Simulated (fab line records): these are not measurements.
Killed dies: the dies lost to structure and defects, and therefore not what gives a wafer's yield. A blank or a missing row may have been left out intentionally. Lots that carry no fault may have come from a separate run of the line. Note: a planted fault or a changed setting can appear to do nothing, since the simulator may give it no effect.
Chamber matching || flow nand-harc || NHARC_A_M1_DESCUM_14 on rie-diel-05: 4 sister chambers
The step chemistry O2, time 3 s. 16 wafers are shown with their chamber, then 8 later ones without.

WAFERS, EACH WITH ITS CHAMBER
{"wafer": "L077.1", "chamber": 2, "drypump-motor-current-A (A)": 5.5, "oes-product-au (a.u.)": 1.004, "rf-vpp-V (V)": 57.3}
{"wafer": "L077.4", "chamber": 3, "drypump-motor-current-A (A)": 5.5, "oes-product-au (a.u.)": 1.006, "rf-vpp-V (V)": 58.4}
{"wafer": "L077.5", "chamber": 1, "drypump-motor-current-A (A)": 4.9, "oes-product-au (a.u.)": 0.996, "rf-vpp-V (V)": 58.7}
{"wafer": "L075.1", "chamber": 1, "drypump-motor-current-A (A)": 4.9, "oes-product-au (a.u.)": 0.986, "rf-vpp-V (V)": 57.9}
{"wafer": "L075.2", "chamber": 2, "drypump-motor-current-A (A)": 5.5, "oes-product-au (a.u.)": 1.013, "rf-vpp-V (V)": 59.3}
{"wafer": "L075.5", "chamber": 3, "drypump-motor-current-A (A)": 5.6, "oes-product-au (a.u.)": 0.994, "rf-vpp-V (V)": 57.9}
{"wafer": "L080.1", "chamber": 1, "drypump-motor-current-A (A)": 4.9, "oes-product-au (a.u.)": 0.977, "rf-vpp-V (V)": 58.8}
{"wafer": "L080.2", "chamber": 2, "drypump-motor-current-A (A)": 5.5, "oes-product-au (a.u.)": 0.994, "rf-vpp-V (V)": 57.9}
{"wafer": "L080.5", "chamber": 0, "drypump-motor-current-A (A)": 6.3, "oes-product-au (a.u.)": 0.999, "rf-vpp-V (V)": 57.6}
{"wafer": "L083.2", "chamber": 0, "drypump-motor-current-A (A)": 6.3, "oes-product-au (a.u.)": 0.994, "rf-vpp-V (V)": 56.9}
{"wafer": "L083.5", "chamber": 0, "drypump-motor-current-A (A)": 6.3, "oes-product-au (a.u.)": 0.986, "rf-vpp-V (V)": 57.7}
{"wafer": "L083.6", "chamber": 1, "drypump-motor-current-A (A)": 4.9, "oes-product-au (a.u.)": 0.982, "rf-vpp-V (V)": 56.9}
{"wafer": "L086.4", "chamber": 3, "drypump-motor-current-A (A)": 5.6, "oes-product-au (a.u.)": 1.003, "rf-vpp-V (V)": 58.6}
{"wafer": "L086.5", "chamber": 3, "drypump-motor-current-A (A)": 5.6, "oes-product-au (a.u.)": 0.992, "rf-vpp-V (V)": 57.4}
{"wafer": "L086.6", "chamber": 2, "drypump-motor-current-A (A)": 5.5, "oes-product-au (a.u.)": 0.998, "rf-vpp-V (V)": 59.3}
{"wafer": "L091.1", "chamber": 2, "drypump-motor-current-A (A)": 5.5, "oes-product-au (a.u.)": 0.997, "rf-vpp-V (V)": 57.8}

SIGNATURES (averages over the wafers above)
{"reading": "drypump-motor-current-A", "chamber 0": 6.300, "chamber 1": 4.900, "chamber 2": 5.500, "chamber 3": 5.575, "scatter within a chamber": 0.025}
{"reading": "oes-product-au", "chamber 0": 0.99300, "chamber 1": 0.98525, "chamber 2": 1.00120, "chamber 3": 0.99875, "scatter within a chamber": 0.00734}
{"reading": "rf-vpp-V", "chamber 0": 57.400, "chamber 1": 58.075, "chamber 2": 58.320, "chamber 3": 58.075, "scatter within a chamber": 0.763}
Rule: a wafer's distance from a chamber is the root of the sum, over the readings, of the square of ((its reading less the chamber's mean) divided by the reading's scatter). If the next closest chamber is less than 2 further off than the closest, the wafer can't be placed; otherwise it belongs to the closest. The scatter: take each reading less its chamber's mean, square it, sum over the shown wafers, divide by the number of wafers less the number of chambers, and take the root.

WAFERS MISSING THEIR CHAMBER
{"wafer": "L091.3", "drypump-motor-current-A (A)": 6.3, "oes-product-au (a.u.)": 0.995, "rf-vpp-V (V)": 59.0}
{"wafer": "L091.6", "drypump-motor-current-A (A)": 5.5, "oes-product-au (a.u.)": 0.992, "rf-vpp-V (V)": 58.2}
{"wafer": "L090.1", "drypump-motor-current-A (A)": 5.5, "oes-product-au (a.u.)": 1.001, "rf-vpp-V (V)": 59.8}
{"wafer": "L090.3", "drypump-motor-current-A (A)": 4.9, "oes-product-au (a.u.)": 0.976, "rf-vpp-V (V)": 58.6}
{"wafer": "L090.5", "drypump-motor-current-A (A)": 4.9, "oes-product-au (a.u.)": 0.981, "rf-vpp-V (V)": 57.3}
{"wafer": "L095.1", "drypump-motor-current-A (A)": 5.6, "oes-product-au (a.u.)": 0.992, "rf-vpp-V (V)": 57.8}
{"wafer": "L095.4", "drypump-motor-current-A (A)": 4.9, "oes-product-au (a.u.)": 0.980, "rf-vpp-V (V)": 59.0}
{"wafer": "L095.5", "drypump-motor-current-A (A)": 4.9, "oes-product-au (a.u.)": 0.977, "rf-vpp-V (V)": 58.1}

EACH ONE'S CHAMBER
{"wafer": "L091.3", "from the rows above": 0, "in truth": 0}
{"wafer": "L091.6", "from the rows above": "can't be placed: 2 or 3", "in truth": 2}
{"wafer": "L090.1", "from the rows above": "can't be placed: 2 or 3", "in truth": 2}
{"wafer": "L090.3", "from the rows above": 1, "in truth": 1}
{"wafer": "L090.5", "from the rows above": 1, "in truth": 1}
{"wafer": "L095.1", "from the rows above": 3, "in truth": 3}
{"wafer": "L095.4", "from the rows above": 1, "in truth": 1}
{"wafer": "L095.5", "from the rows above": 1, "in truth": 1}
6 of 8 placed correctly. From these rows, 2 cannot be placed; in 2 the true chamber is one of the candidates. 0 placed wrongly.
